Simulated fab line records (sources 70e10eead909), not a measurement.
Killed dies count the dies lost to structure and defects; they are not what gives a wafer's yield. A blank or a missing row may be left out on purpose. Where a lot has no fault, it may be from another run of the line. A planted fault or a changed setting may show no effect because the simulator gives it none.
Code-filled problem report in 8D (eight disciplines) form / flow nand harc / the parts of the form that need people (team, actions taken, sign-off) are left out

== 1. WHAT IS WRONG ==
A mean of 665 is read at NHARC_END_SORT_01 for killed at array, taken on 1 wafer of 1 lot, against 53 (standard deviation 21) on wafers free of any fault. Measured from the usual mean, that is +29 standard deviations.
Seen first at day 31 00:04 on prober-01, wafer L169.2. The record has a number at this step for 36 wafers belonging to 12 lots. The rule behind "out" and "out of limits": a value lying over 4 standard deviations away from the usual mean. The rest of the wafers with a number are treated as sound.

== 2. WHAT IT IS, WHAT IT ISN'T ==
question=which readings at this step | is=killed at array, killed dies | is not=killed at other, killed at periphery, killed open, killed short
question=which lots | is=L169 | is not=L154, L157, L158, L160, L163, L166, L173, L174, L175, L176, L177
question=which wafers of those lots | is=L169.2 | is not=L169.3, L169.4
question=read on which gauges | is=prober-01 | is not=prober-02
question=when | is=from day 31 00:04 | is not=up to then (18 sound wafers); but 17 sound wafers of L169, L173, L174, L175, L176, L177 came after

== 3. THE SUSPECTS, EACH WITH WHAT RULES IT OUT ==
Counting: any tool at a process step up to the reading remains a suspect provided it ran every lot that is out. Sound lots after the first of them don't rule it out here, since some wafers of a struck lot are sound.
- the gauge at NHARC_END_SORT_01 has been ruled out. All the wafers that are out were read on prober-01, but those of them that NHARC_A_CONTACT_ETCH_96 has rows for are out there too, on other tools.
- har cap etch-03 at NHARC_A_CONTACT_ETCH_111 (etches the open film in C4F8/O2/Ar, time 140 s, target depth 700 nm): kept. It processed L169, the lot that is out, at day 27 15:33, and its most recent sound lot before then was L166 at day 26 16:48.
- har cap etch-03 at NHARC_A_CONTACT_ETCH_120 (etches the open film in C4F8/O2/Ar, time 190 s, target depth 1850 nm): kept. It processed L169, the lot that is out, at day 27 17:17, and its most recent sound lot before then was L166 at day 26 18:22.
- har cap etch-03 at NHARC_A_CONTACT_ETCH_122 (etches the open film in C4F8/O2/Ar, time 190 s, target depth 1850 nm): kept. It processed L169, the lot that is out, at day 27 17:44, and its most recent sound lot before then was L166 at day 26 18:43.
- rie diel-09 at NHARC_A_CONTACT_ETCH_96 (etches the open film in C4F6/O2, target depth 20 nm, time 10 s): kept. It processed L169, the lot that is out, at day 27 19:16, and its most recent sound lot before then was L163 at day 25 20:52. Its own oes product au readings are out on those wafers.
- Within rie diel-09 at NHARC_A_CONTACT_ETCH_96: the wafers that are out ran in chamber 1; their sound lot-mates ran in chambers 0, 2.
Left after counting: har cap etch-03 at NHARC_A_CONTACT_ETCH_111, har cap etch-03 at NHARC_A_CONTACT_ETCH_120, har cap etch-03 at NHARC_A_CONTACT_ETCH_122, rie diel-09 at NHARC_A_CONTACT_ETCH_96.

== 4. THE CAUSE (what the simulator had put in) ==
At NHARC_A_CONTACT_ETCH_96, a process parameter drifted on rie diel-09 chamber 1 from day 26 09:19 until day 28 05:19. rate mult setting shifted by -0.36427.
Counting left 4 suspects, and this tool is among them.

== 5. THE CHAIN OF EFFECTS, in route order ==
Each row: a reading whose mean over the struck wafers that have a number lies more than 3 standard deviations from the usual. Only readings for which the record gives a usual standard deviation are gone through. hours: the time from each lot's start at the first step in this table that gives one to its start at this step, as a median over the lots. sigmas: the change in usual standard deviations.
hours=0; step=NHARC_A_CONTACT_ETCH_96; reading=oes product au; usual=0.972 a.u.; on struck wafers=0.781; change=-0.191; sigmas=-7.3
hours=77; step=NHARC_END_SORT_01; reading=killed at array; usual=53; on struck wafers=665; change=+612; sigmas=+29
hours=77; step=NHARC_END_SORT_01; reading=killed dies; usual=58; on struck wafers=668; change=+610; sigmas=+29
The process steps in it:
- NHARC_A_CONTACT_ETCH_96: etches the open film in C4F6/O2, target depth 20 nm, time 10 s.

== 6. WHAT WOULD HAVE CAUGHT IT SOONER ==
The first out-of-limits reading at a measuring or inspecting step in this record came at day 31 00:04, 111 hours after the fault's start at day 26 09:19.
At NHARC_A_CONTACT_ETCH_96, the tool's own readings (oes product au) were out on each struck wafer the step has a row for, so an alarm limit on them would have fired on the first such wafer.
By day 31 00:04, every lot that is out (1) had started NHARC_A_CONTACT_ETCH_96 on rie diel-09. Had the tool been put on hold then, not one of them would have been saved.
